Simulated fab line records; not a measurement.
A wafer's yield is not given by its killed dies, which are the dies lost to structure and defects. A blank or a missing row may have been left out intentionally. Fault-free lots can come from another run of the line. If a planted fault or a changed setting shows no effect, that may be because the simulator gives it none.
Chamber matching	flow n5 finfet	3 sister chambers for N5_BEOL_M1_DEP_57 on pecvd-01
The step deposits SiCN from 3MS/NH3, target thk 8 nm, time 14 s. 3 wafers are shown with their chamber, then 9 later ones without.

== WAFERS, EACH WITH ITS CHAMBER ==
wafer	chamber	showerhead plenum p Torr (Torr)
L084.3	0	3.680
L088.5	1	3.654
L088.6	2	3.685

== WAFERS WITH NO CHAMBER GIVEN ==
wafer	showerhead plenum p Torr (Torr)
L092.3	3.654
L092.5	3.683
L092.6	3.651
L094.1	3.678
L094.4	3.675
L094.6	3.686
L096.2	3.653
L096.4	3.670
L096.6	3.644

== CHAMBER TAKEN BY EACH ==
wafer	from the rows above	in truth
L092.3	1	1
L092.5	can't be placed: 2 or 0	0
L092.6	1	1
L094.1	can't be placed: 0 or 2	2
L094.4	can't be placed: 0 or 2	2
L094.6	can't be placed: 2 or 0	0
L096.2	1	1
L096.4	can't be placed: 0 or 2 or 1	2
L096.6	1	1
Correct placement for 4 of the 9. Unplaceable from these rows: 5, with the true chamber sitting among the candidates in 5. Number placed wrongly: 0.
How it was worked out, from the rows above alone: a wafer's distance from a chamber is the root of the sum, over the readings, of the square of ((its reading less the chamber's mean) divided by the reading's scatter). If the next closest chamber is less than 2 further off than the closest, the wafer can't be placed; otherwise it belongs to the closest. The mean given for a chamber averages the wafers shown for that chamber. The scatter: root of mean squared gap, hidden wafer to nearest shown wafer, with one shown wafer a chamber.
